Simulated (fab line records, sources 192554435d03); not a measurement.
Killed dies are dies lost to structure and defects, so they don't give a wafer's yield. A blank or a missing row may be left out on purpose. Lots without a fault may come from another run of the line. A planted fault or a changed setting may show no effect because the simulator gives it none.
A struck lot beside a sound one | flow n5_finfet | 17 steps out of a route of 1938
Sound: wafers L664.2, L664.3, L664.5. Struck: wafers L678.2, L678.5. The cause comes at the end.
At each step with rows: each side's tool, then ch and its chambers, then its first start. Under that, the readings that differ: sound wafers | struck wafers | difference of the means | sigmas: that difference in standard deviations of wafers without a fault.
alike: readings whose means differ by less than 2 such deviations, and words and numbers that are the same on both sides. not compared: withheld readings, readings that some wafer has no value for, bounds like >300 that may hide the same value, and numbers for which the record gives no deviation and whose values overlap.
The two part at a step that has a row with sigmas, a row that says differs or no value, or rows on one side only. Numbers that don't overlap but have no deviation are shown without sigmas and don't part them. A reading that every wafer of one side lacks parts them only if that side has two wafers or more.

first, 4 steps without rows for these wafers: N5_BEOL_M8_HM_STRIP_39 (strips TiN in peroxide tin strip, target depth 25 nm, time 158 s); N5_BEOL_M8_SRD_40 (time 30 s); N5_BEOL_M8_PRECLEAN_42 (cleans in residue remover, time 60 s); N5_BEOL_M8_SRD_43 (time 30 s).
N5_BEOL_M8_CD_MEAS_35: target cd 40 nm.
  sound on cd_sem-01, day 10 06:06; struck on cd_sem-03, day 13 14:34
  alike: cd_nm
then, 1 step without rows for these wafers: N5_BEOL_M8_CURE_75 (cures SiCOH lowk, time 120 s).
N5_BEOL_M8_DEGAS_44: time 60 s.
  sound on pvd_sputter-03, day 10 06:44; struck on pvd_sputter-01, day 13 15:33
  alike: heater_power_w
then, 1 step without rows for these wafers: N5_BEOL_M8_PRE_CLEAN_45 (time 30 s).
N5_BEOL_M8_ALD_77: deposits TaN, target thk 2 nm, pulse time 2 s, purge time 3 s.
  sound on ald_metal-01 ch 2,3, day 10 07:00; struck on ald_metal-04 ch 0, day 13 15:39
  alike: heater_power_w
N5_BEOL_M8_SURFACE_TREAT_79:
  sound on pvd_sputter-02, day 10 07:19; struck on pvd_sputter-03, day 13 15:56
  not compared: throttle_valve_pct
then, 1 step without rows for these wafers: N5_BEOL_M8_CVD_78 (deposits Co from CCTBA/H2, target thk 2 nm, time 142.3 s).
N5_BEOL_M8_SPUTTER_48: material Cu, target thk 10 nm, time 1.667 s.
  sound on pvd_sputter-02, day 10 07:49; struck on pvd_sputter-03, day 13 16:14
  alike: throttle_valve_pct
N5_BEOL_M8_ECD_50: material Cu, target thk 300 nm.
  sound on ecd_cu-01 ch 0,1, day 10 07:56; struck on ecd_cu-02 ch 0,1, day 13 16:22
  reading                                | sound           | struck    | difference | sigmas
  model.Cu_of_BEOL_M8_ECD_50.thk_nm (nm) | 303.2 298.2 304 | 183.8 192 | -113.9     |
N5_BEOL_M8_ANNEAL_51: time 90 s.
  sound on rtp_anneal-02 ch 0, day 10 08:23; struck on rtp_anneal-02 ch 0, day 13 16:30
  alike: anneal_temp_c_max, wafer_temp_C_max
N5_BEOL_M8_CMP_52: polishes, stops on SiCOH lowk, t overpolish 6.9 s, target thk 80 nm.
  sound on cmp-04 ch 0,2,3, day 10 08:41; struck on cmp-04 ch 0,1, day 13 16:50
  reading                | sound    | struck | difference | sigmas
  time_to_endpoint_s (s) | 61 64 57 | 34 39  | -24        | -6
  alike: motor_current_A
N5_BEOL_M8_THK_MEAS_53: measures by xrf.
  sound on film_metro-02, day 10 08:57; struck on film_metro-01, day 13 17:02
  alike: M8_THK
then, 1 step without rows for these wafers: N5_PASSIVATION_PROBE_49.

WHERE THEY PART
Only at N5_BEOL_M8_CMP_52, within this record. Later steps at which nothing parts them and some readings are alike: N5_BEOL_M8_THK_MEAS_53.

WHY: what the simulator had put in
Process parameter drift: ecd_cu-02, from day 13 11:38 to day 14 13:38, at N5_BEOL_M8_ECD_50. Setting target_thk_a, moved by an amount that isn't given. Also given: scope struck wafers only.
